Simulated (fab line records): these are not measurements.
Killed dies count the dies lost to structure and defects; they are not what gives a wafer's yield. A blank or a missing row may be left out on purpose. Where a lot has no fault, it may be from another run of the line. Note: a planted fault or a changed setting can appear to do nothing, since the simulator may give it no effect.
Which tool is to blame? | flow n5Finfet | 14 lots, 42 wafers sampled, at 4 steps of a route of 1938

== WHAT THE GAUGES SHOWED, per wafer ==
Not one reading of a measure or inspect step in the record can be checked against a usual standard deviation.

== TOOL THAT RAN EACH LOT (tool first, then ch and the chambers of the sampled wafers, then the start) ==
lot  | N5_BEOL_M12_ETCH_59               | N5_BEOL_M12_PEB_26               | N5_BEOL_M12_DESCUM_33             | N5_BEOL_M12_STRIP_37
L667 | rieDiel-06 ch 1,2,3, day 13 03:11 | lithoTrack-04 ch 0, day 13 03:52 | rieDiel-04 ch 1,2,3, day 13 04:05 | plasmaAsher-01 ch 0,1, day 13 04:38
L668 | rieDiel-01 ch 1,2,3, day 13 19:37 | lithoTrack-03 ch 0, day 13 20:17 | rieDiel-01 ch 0,2,3, day 13 20:37 | plasmaAsher-02 ch 0,1, day 13 21:10
L670 | rieDiel-01 ch 2,3, day 13 20:07   | lithoTrack-01 ch 0, day 13 20:58 | rieDiel-01 ch 1,2,3, day 13 21:10 | plasmaAsher-01 ch 0,1, day 13 21:43
L671 | rieDiel-01 ch 1,2,3, day 13 20:23 | lithoTrack-04 ch 0, day 13 21:11 | rieDiel-04 ch 0,1,2, day 13 21:23 | plasmaAsher-01 ch 0,1, day 13 21:58
L673 | rieDiel-06 ch 0,1,3, day 14 02:34 | lithoTrack-04 ch 0, day 14 03:22 | rieDiel-06 ch 0,2, day 14 03:34   | plasmaAsher-01 ch 0, day 14 04:07
L672 | rieDiel-06 ch 0,3, day 14 10:25   | lithoTrack-03, day 14 11:05      | rieDiel-06 ch 1,2, day 14 11:17   | plasmaAsher-02 ch 0,1, day 14 11:52
L676 | rieDiel-04 ch 1,3, day 14 13:55   | lithoTrack-03, day 14 14:35      | rieDiel-01 ch 0,2,3, day 14 14:50 | plasmaAsher-01 ch 0,1, day 14 15:23
L681 | rieDiel-04 ch 0,1,3, day 16 16:08 | lithoTrack-04 ch 0, day 16 17:02 | rieDiel-01 ch 1,2, day 16 17:14   | plasmaAsher-02 ch 1, day 16 17:47
L685 | rieDiel-06 ch 1,2, day 17 07:27   | lithoTrack-03 ch 0, day 17 08:15 | rieDiel-04 ch 0,2,3, day 17 08:35 | plasmaAsher-01 ch 0, day 17 09:08
L683 | rieDiel-06 ch 1,3, day 17 14:46   | lithoTrack-03 ch 0, day 17 15:34 | rieDiel-04 ch 1,3, day 17 15:46   | plasmaAsher-02 ch 0,1, day 17 16:19
L688 | rieDiel-01 ch 0,1,3, day 18 11:16 | lithoTrack-04 ch 0, day 18 12:04 | rieDiel-06 ch 0,1,3, day 18 12:16 | plasmaAsher-02 ch 0,1, day 18 12:50
L687 | rieDiel-04 ch 0,1,2, day 18 17:18 | lithoTrack-01 ch 0, day 18 18:06 | rieDiel-04 ch 1,2,3, day 18 18:18 | plasmaAsher-02 ch 0,1, day 18 18:52
L689 | rieDiel-04 ch 1,2,3, day 19 02:27 | lithoTrack-01 ch 0, day 19 03:13 | rieDiel-01 ch 2,3, day 19 03:34   | plasmaAsher-02 ch 0,1, day 19 04:08
L686 | rieDiel-06 ch 0,1,2, day 19 08:32 | lithoTrack-04 ch 0, day 19 09:13 | rieDiel-01 ch 0,1,3, day 19 09:25 | plasmaAsher-02 ch 0,1, day 19 09:59
- N5_BEOL_M12_ETCH_59: etches BARC in N2/H2, target depth 89 nm, overetch 26.7 nm, time 67.9 s.
- N5_BEOL_M12_PEB_26: peb time 90 s.
- N5_BEOL_M12_DESCUM_33: chemistry O2, time 7.9 s.
- N5_BEOL_M12_STRIP_37: strips in N2/H2.

== AS READ BY THE TOOLS THEMSELVES (means over the sampled wafers that have a number; for cases with no such wafer, the mark the record gives instead) ==
N5_BEOL_M12_ETCH_59. Usual: drypumpMotorCurrentA 5.8 A, standard deviation 0.44; oesProductAu 0.65 a.u., standard deviation 0.055; rfVppV 524.7 V, standard deviation 1.9; showerheadPlenumPTorr 2.57 Torr, standard deviation 0.063; throttleValvePct 17.90 %, standard deviation 0.2.
lot  | tool       | drypumpMotorCurrentA (A) | oesProductAu (a.u.) | rfVppV (V) | showerheadPlenumPTorr (Torr) | throttleValvePct (%) | flag
L667 | rieDiel-06 | 5.6                      | 0.64                | 525.2      | 2.57                         | 17.90                | 
L668 | rieDiel-01 | 5.9                      | 0.66                | 522.9      | 2.52                         | 17.99                | 
L670 | rieDiel-01 | 5.9                      | 0.65                | 523.0      | 2.51                         | 18.04                | 
L671 | rieDiel-01 | 5.9                      | 0.66                | 523.2      | 2.52                         | 17.99                | 
L673 | rieDiel-06 | 5.9                      | 0.63                | 523.4      | 2.53                         | 18.01                | 
L672 | rieDiel-06 | 5.9                      | 0.62                | 522.7      | 2.51                         | 18.00                | 
L676 | rieDiel-04 | 5.7                      | 0.64                | 523.8      | 2.57                         | 17.62                | 
L681 | rieDiel-04 | 6.1                      | 0.66                | 526.2      | 2.61                         | 17.73                | 
L685 | rieDiel-06 | 5.3                      | 0.61                | 524.7      | 2.59                         | 17.99                | 
L683 | rieDiel-06 | 5.8                      | 0.62                | 523.2      | 2.52                         | 17.97                | 
L688 | rieDiel-01 | 5.7                      | 0.63                | 524.9      | 2.57                         | 18.06                | 
L687 | rieDiel-04 | 5.7                      | 0.69                | 525.9      | 2.60                         | 17.87                | 
L689 | rieDiel-04 | 5.8                      | 0.72                | 524.8      | 2.57                         | 17.70                | 
L686 | rieDiel-06 | 5.6                      | 0.74                | 523.7      | 2.55                         | 17.81                | 

N5_BEOL_M12_PEB_26. Usual: chillPlateTempC 22.99 C, standard deviation 0.097; exhaustPa 45.2 Pa, standard deviation 0.84.
lot  | tool          | chillPlateTempC (C) | exhaustPa (Pa) | flag
L667 | lithoTrack-04 | 22.86               | 45.8           | 
L668 | lithoTrack-03 | 22.98               | 43.9           | 
L670 | lithoTrack-01 | 22.83               | 45.0           | 
L671 | lithoTrack-04 | 22.96               | 46.3           | 
L673 | lithoTrack-04 | 22.87               | 44.6           | 
L672 | lithoTrack-03 | -                   | -              | OFF
L676 | lithoTrack-03 | -                   | -              | OFF
L681 | lithoTrack-04 | 23.01               | 45.0           | 
L685 | lithoTrack-03 | 23.03               | 45.0           | 
L683 | lithoTrack-03 | 23.00               | 44.8           | 
L688 | lithoTrack-04 | 22.94               | 44.4           | 
L687 | lithoTrack-01 | 22.87               | 45.7           | 
L689 | lithoTrack-01 | 23.03               | 45.1           | 
L686 | lithoTrack-04 | 23.02               | 44.2           | 

N5_BEOL_M12_DESCUM_33. Usual: drypumpMotorCurrentA 5.8 A, standard deviation 0.42; oesProductAu 0.77 a.u., standard deviation 0.07; rfVppV 243.5 V, standard deviation 1.2; showerheadPlenumPTorr 2.12 Torr, standard deviation 0.058; throttleValvePct 20.48 %, standard deviation 0.19.
lot  | tool       | drypumpMotorCurrentA (A) | oesProductAu (a.u.) | rfVppV (V) | showerheadPlenumPTorr (Torr) | throttleValvePct (%) | flag
L667 | rieDiel-04 | 5.7                      | 0.72                | 244.5      | 2.14                         | 20.48                | 
L668 | rieDiel-01 | 5.9                      | 0.78                | 243.4      | 2.10                         | 20.58                | 
L670 | rieDiel-01 | 5.8                      | 0.77                | 242.3      | 2.07                         | 20.55                | 
L671 | rieDiel-04 | 5.7                      | 0.76                | 244.3      | 2.15                         | 20.51                | 
L673 | rieDiel-06 | 5.4                      | 0.71                | 243.6      | 2.13                         | 20.50                | 
L672 | rieDiel-06 | 5.5                      | 0.76                | 242.6      | 2.13                         | 20.48                | 
L676 | rieDiel-01 | 5.8                      | 0.78                | 243.3      | 2.10                         | 20.58                | 
L681 | rieDiel-01 | 6.1                      | 0.77                | 242.1      | 2.04                         | 20.58                | 
L685 | rieDiel-04 | 6.1                      | 0.81                | 244.8      | 2.16                         | 20.46                | 
L683 | rieDiel-04 | 6.1                      | 0.71                | 243.5      | 2.13                         | 20.31                | 
L688 | rieDiel-06 | 5.9                      | 0.79                | 243.1      | 2.07                         | 20.51                | 
L687 | rieDiel-04 | 5.7                      | 0.86                | 244.1      | 2.12                         | 20.30                | 
L689 | rieDiel-01 | 6.0                      | 0.74                | 241.9      | 2.02                         | 20.66                | 
L686 | rieDiel-01 | 5.7                      | 0.73                | 243.6      | 2.11                         | 20.60                | 

N5_BEOL_M12_STRIP_37. Usual: drypumpMotorCurrentA 5.92 A, standard deviation 0.18; heaterPowerW 349 W, standard deviation 37; oesProductAu 0.790 a.u., standard deviation 0.0095.
lot  | tool           | drypumpMotorCurrentA (A) | heaterPowerW (W) | oesProductAu (a.u.) | flag
L667 | plasmaAsher-01 | 5.98                     | 319              | 0.801               | 
L668 | plasmaAsher-02 | 5.80                     | 384              | 0.787               | 
L670 | plasmaAsher-01 | 5.97                     | 318              | 0.800               | 
L671 | plasmaAsher-01 | 6.08                     | 318              | 0.792               | 
L673 | plasmaAsher-01 | 5.81                     | 312              | 0.778               | 
L672 | plasmaAsher-02 | 5.86                     | 353              | 0.797               | 
L676 | plasmaAsher-01 | 5.96                     | 317              | 0.793               | 
L681 | plasmaAsher-02 | 5.78                     | 400              | 0.792               | 
L685 | plasmaAsher-01 | 5.83                     | 315              | 0.792               | 
L683 | plasmaAsher-02 | 5.82                     | 386              | 0.790               | 
L688 | plasmaAsher-02 | 5.84                     | 363              | 0.795               | 
L687 | plasmaAsher-02 | 5.88                     | 364              | 0.793               | 
L689 | plasmaAsher-02 | 5.85                     | 357              | 0.796               | 
L686 | plasmaAsher-02 | 5.85                     | 360              | 0.793               | 

== THE ANSWER, worked out from the rows above alone ==
Rule: a lot is off if the mean of its wafers that have a number lies more than 3 standard deviations from the usual mean. Also off: a lot with no number at a reading for which 4 or more lots have one. Where the step has rows for the other lots, those lots are counted as sound. Order of review: gauges by route order, followed by the tools' own readings, for which a lot's mean as printed above is used. At the first step where some lot is off, the reading lying furthest off is the one used; lots without a number count as furthest.
Off: L672, L676, at N5_BEOL_M12_PEB_26 (chillPlateTempC). Without a number there: L672, L676.
If a tool, at that step or one of the process steps before it, ran each lot that is off and ran no sound lot following the first of them, it fits. Not one of the candidates tried fits.

== WHAT THE SIMULATOR HAD INSERTED ==
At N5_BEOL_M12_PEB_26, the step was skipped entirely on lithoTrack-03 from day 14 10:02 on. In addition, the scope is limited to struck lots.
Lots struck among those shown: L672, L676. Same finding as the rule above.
